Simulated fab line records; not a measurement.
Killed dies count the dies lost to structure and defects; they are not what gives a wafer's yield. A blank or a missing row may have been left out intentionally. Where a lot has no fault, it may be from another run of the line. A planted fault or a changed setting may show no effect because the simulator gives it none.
Lot-split experiment / flow n5_finfet / 7 lots, 21 wafers read, on a route of 1938 steps

THE SPLIT ITSELF
At N5_BEOL_M5_ETCH_41 (etches SiCN in CH3F/O2, target depth 31.5 nm, time 56.7 s), the setting source_w was moved away from the recipe's 395 W on 5 of the 21 wafers read, by -10.6% to +10.1%. This setting was run at the recipe's value on the other wafers.

The reading is taken at the split's own step.

THE READING
rf_vpp_V, in V, at N5_BEOL_M5_ETCH_41 (etches SiCN in CH3F/O2, target depth 31.5 nm, time 56.7 s). Typical for fault-free wafers on this fab line: 297.2 V, with standard deviation 1.5 V.

wafer=L078.2; tool, chamber at the split=rie_diel-01, 1; source_w as run, W=358.4; against the recipe=-9.3%; rf_vpp_V, V=305.8; against lot-mates on the recipe=+9.5
wafer=L078.3; tool, chamber at the split=rie_diel-01, 2; source_w as run, W=395; against the recipe=recipe; rf_vpp_V, V=296.3; against lot-mates on the recipe=-
wafer=L078.5; tool, chamber at the split=rie_diel-01, 3; source_w as run, W=358.4; against the recipe=-9.3%; rf_vpp_V, V=308.3; against lot-mates on the recipe=+12.0
wafer=L077.1; tool, chamber at the split=rie_diel-05, 2; source_w as run, W=395; against the recipe=recipe; rf_vpp_V, V=296.8; against lot-mates on the recipe=-
wafer=L077.3; tool, chamber at the split=rie_diel-05, 0; source_w as run, W=353; against the recipe=-10.6%; rf_vpp_V, V=306.6; against lot-mates on the recipe=+8.8
wafer=L077.5; tool, chamber at the split=rie_diel-05, 3; source_w as run, W=395; against the recipe=recipe; rf_vpp_V, V=298.9; against lot-mates on the recipe=-
wafer=L085.2; tool, chamber at the split=rie_diel-03, 1; source_w as run, W=395; against the recipe=recipe; rf_vpp_V, V=298.3; against lot-mates on the recipe=-
wafer=L085.4; tool, chamber at the split=rie_diel-03, 2; source_w as run, W=428.5; against the recipe=+8.5%; rf_vpp_V, V=289.0; against lot-mates on the recipe=-9.3
wafer=L085.5; tool, chamber at the split=rie_diel-03, 1; source_w as run, W=395; against the recipe=recipe; rf_vpp_V, V=298.3; against lot-mates on the recipe=-
wafer=L086.1; tool, chamber at the split=rie_diel-05, 0; source_w as run, W=395; against the recipe=recipe; rf_vpp_V, V=295.9; against lot-mates on the recipe=-
wafer=L086.3; tool, chamber at the split=rie_diel-05, 1; source_w as run, W=395; against the recipe=recipe; rf_vpp_V, V=298.4; against lot-mates on the recipe=-
wafer=L086.4; tool, chamber at the split=rie_diel-05, 2; source_w as run, W=434.8; against the recipe=+10.1%; rf_vpp_V, V=286.4; against lot-mates on the recipe=-10.8
wafer=L091.2; tool, chamber at the split=rie_diel-01, 2; source_w as run, W=395; against the recipe=recipe; rf_vpp_V, V=295.6; against lot-mates on the recipe=-
wafer=L091.4; tool, chamber at the split=rie_diel-01, 0; source_w as run, W=395; against the recipe=recipe; rf_vpp_V, V=295.5; against lot-mates on the recipe=-
wafer=L091.5; tool, chamber at the split=rie_diel-01, 0; source_w as run, W=395; against the recipe=recipe; rf_vpp_V, V=296.7; against lot-mates on the recipe=-
wafer=L089.2; tool, chamber at the split=rie_diel-01, 1; source_w as run, W=395; against the recipe=recipe; rf_vpp_V, V=296.1; against lot-mates on the recipe=-
wafer=L089.3; tool, chamber at the split=rie_diel-01, 0; source_w as run, W=395; against the recipe=recipe; rf_vpp_V, V=297.3; against lot-mates on the recipe=-
wafer=L089.5; tool, chamber at the split=rie_diel-01, 2; source_w as run, W=395; against the recipe=recipe; rf_vpp_V, V=295.8; against lot-mates on the recipe=-
wafer=L095.1; tool, chamber at the split=rie_diel-05, 3; source_w as run, W=395; against the recipe=recipe; rf_vpp_V, V=298.3; against lot-mates on the recipe=-
wafer=L095.3; tool, chamber at the split=rie_diel-05, 1; source_w as run, W=395; against the recipe=recipe; rf_vpp_V, V=298.9; against lot-mates on the recipe=-
wafer=L095.6; tool, chamber at the split=rie_diel-05, 1; source_w as run, W=395; against the recipe=recipe; rf_vpp_V, V=298.1; against lot-mates on the recipe=-

THE FIT
A straight line over all 21 wafers: rf_vpp_V changes by -1.01 V for each +1% of source_w; r = -0.97; the points scatter about the line by 1.2 V.
The same after taking each lot's own level away (the mean of its wafers on the recipe; 21 wafers): -1.05 V for each +1%; r = -0.98; scatter 1 V.
According to that fit, moving source_w by its largest amount changes the reading by 11 V.
Measured against the standard deviation above, the lots' own levels, which go from 295.93 to 298.43 V, span 1.7 times it.
The two slopes agree, so the slope changes little with the lot-to-lot level.
Check: for one of the wafers moved furthest among these (-10.6%), held out of the fit, the line's prediction against its lot-mates is +12 V. Against them it came out at +8.75 V.
Tool readings at the split's step, against how far the setting was moved: rf_vpp_V r = -0.97.

FILE'S OWN FIT
rf_vpp_V changes by -1.02 V for each +1% of source_w, r = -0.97.
